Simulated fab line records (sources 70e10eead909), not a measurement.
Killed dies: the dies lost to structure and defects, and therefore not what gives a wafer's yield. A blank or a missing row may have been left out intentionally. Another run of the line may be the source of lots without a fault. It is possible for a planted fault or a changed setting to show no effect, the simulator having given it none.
Matching of chambers || flow nand_harc || NHARC_P_GATE_ALD_36 on ald_sin-02 has 4 sister chambers
The step deposits SiNx, target thk 20 nm, pulse time 60 s, ald cycles 223. 16 wafers are shown with their chamber, then 8 later ones without.

WAFERS WITH THEIR CHAMBER
{"wafer": "L076.2", "chamber": 3, "heater_power_w (W)": 693, "susceptor_temp_C (C)": 399.86, "precursor_pulse_height_rel": 0.969}
{"wafer": "L076.4", "chamber": 1, "heater_power_w (W)": 860, "susceptor_temp_C (C)": 399.85, "precursor_pulse_height_rel": 0.978}
{"wafer": "L076.5", "chamber": 3, "heater_power_w (W)": 693, "susceptor_temp_C (C)": 399.96, "precursor_pulse_height_rel": 1.065}
{"wafer": "L078.1", "chamber": 0, "heater_power_w (W)": 991, "susceptor_temp_C (C)": 399.94, "precursor_pulse_height_rel": 1.020}
{"wafer": "L078.4", "chamber": 1, "heater_power_w (W)": 811, "susceptor_temp_C (C)": 400.09, "precursor_pulse_height_rel": 0.992}
{"wafer": "L078.3", "chamber": 2, "heater_power_w (W)": 759, "susceptor_temp_C (C)": 400.17, "precursor_pulse_height_rel": 0.995}
{"wafer": "L082.3", "chamber": 3, "heater_power_w (W)": 700, "susceptor_temp_C (C)": 399.92, "precursor_pulse_height_rel": 1.006}
{"wafer": "L082.1", "chamber": 0, "heater_power_w (W)": 977, "susceptor_temp_C (C)": 400.25, "precursor_pulse_height_rel": 0.996}
{"wafer": "L082.6", "chamber": 2, "heater_power_w (W)": 758, "susceptor_temp_C (C)": 399.82, "precursor_pulse_height_rel": 1.002}
{"wafer": "L084.2", "chamber": 2, "heater_power_w (W)": 758, "susceptor_temp_C (C)": 399.99, "precursor_pulse_height_rel": 1.002}
{"wafer": "L084.5", "chamber": 1, "heater_power_w (W)": 818, "susceptor_temp_C (C)": 399.75, "precursor_pulse_height_rel": 0.999}
{"wafer": "L084.6", "chamber": 2, "heater_power_w (W)": 746, "susceptor_temp_C (C)": 400.14, "precursor_pulse_height_rel": 1.000}
{"wafer": "L087.2", "chamber": 2, "heater_power_w (W)": 768, "susceptor_temp_C (C)": 399.87, "precursor_pulse_height_rel": 0.961}
{"wafer": "L087.6", "chamber": 1, "heater_power_w (W)": 795, "susceptor_temp_C (C)": 400.07, "precursor_pulse_height_rel": 1.008}
{"wafer": "L087.5", "chamber": 2, "heater_power_w (W)": 751, "susceptor_temp_C (C)": 399.91, "precursor_pulse_height_rel": 1.013}
{"wafer": "L090.4", "chamber": 2, "heater_power_w (W)": 760, "susceptor_temp_C (C)": 400.33, "precursor_pulse_height_rel": 1.017}

SIGNATURES, as means of the wafers listed above
{"reading": "heater_power_w", "chamber 0": 984.00, "chamber 1": 821.00, "chamber 2": 757.14, "chamber 3": 695.33, "scatter within a chamber": 15.1}
{"reading": "susceptor_temp_C", "chamber 0": 400.0950, "chamber 1": 399.9400, "chamber 2": 400.0329, "chamber 3": 399.9133, "scatter within a chamber": 0.169}
{"reading": "precursor_pulse_height_rel", "chamber 0": 1.00800, "chamber 1": 0.99425, "chamber 2": 0.99857, "chamber 3": 1.01333, "scatter within a chamber": 0.0249}
Rule: for each reading, subtract the chamber's mean from the wafer's reading, divide by that reading's scatter and square the result; add these up over the readings and take the root, which gives the wafer's distance from the chamber. If the next closest chamber is less than 2 further off than the closest, the wafer can't be placed; otherwise it belongs to the closest. How the scatter is found: for the shown wafers, subtract from each reading the mean of its chamber, square and add these, divide the total by (wafers less chambers), then take the root.

WAFERS MISSING THEIR CHAMBER
{"wafer": "L090.3", "heater_power_w (W)": 979, "susceptor_temp_C (C)": 399.96, "precursor_pulse_height_rel": 0.957}
{"wafer": "L090.6", "heater_power_w (W)": 699, "susceptor_temp_C (C)": 400.01, "precursor_pulse_height_rel": 1.006}
{"wafer": "L093.2", "heater_power_w (W)": 673, "susceptor_temp_C (C)": 399.82, "precursor_pulse_height_rel": 1.032}
{"wafer": "L093.6", "heater_power_w (W)": 750, "susceptor_temp_C (C)": 400.04, "precursor_pulse_height_rel": 1.007}
{"wafer": "L093.5", "heater_power_w (W)": 689, "susceptor_temp_C (C)": 399.66, "precursor_pulse_height_rel": 1.012}
{"wafer": "L097.2", "heater_power_w (W)": 961, "susceptor_temp_C (C)": 399.77, "precursor_pulse_height_rel": 1.000}
{"wafer": "L097.4", "heater_power_w (W)": 787, "susceptor_temp_C (C)": 400.02, "precursor_pulse_height_rel": 0.985}
{"wafer": "L097.6", "heater_power_w (W)": 684, "susceptor_temp_C (C)": 400.14, "precursor_pulse_height_rel": 0.998}

WHICH CHAMBER EACH ONE RAN IN
{"wafer": "L090.3", "from the rows above": 0, "in truth": 0}
{"wafer": "L090.6", "from the rows above": 3, "in truth": 3}
{"wafer": "L093.2", "from the rows above": 3, "in truth": 3}
{"wafer": "L093.6", "from the rows above": 2, "in truth": 2}
{"wafer": "L093.5", "from the rows above": 3, "in truth": 3}
{"wafer": "L097.2", "from the rows above": 0, "in truth": 0}
{"wafer": "L097.4", "from the rows above": "can't be placed: 2 or 1", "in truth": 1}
{"wafer": "L097.6", "from the rows above": 3, "in truth": 3}
Correctly placed: 7 of 8. These rows do not allow placing 1 (true chamber among the candidates in 1). Wrongly placed: 0.
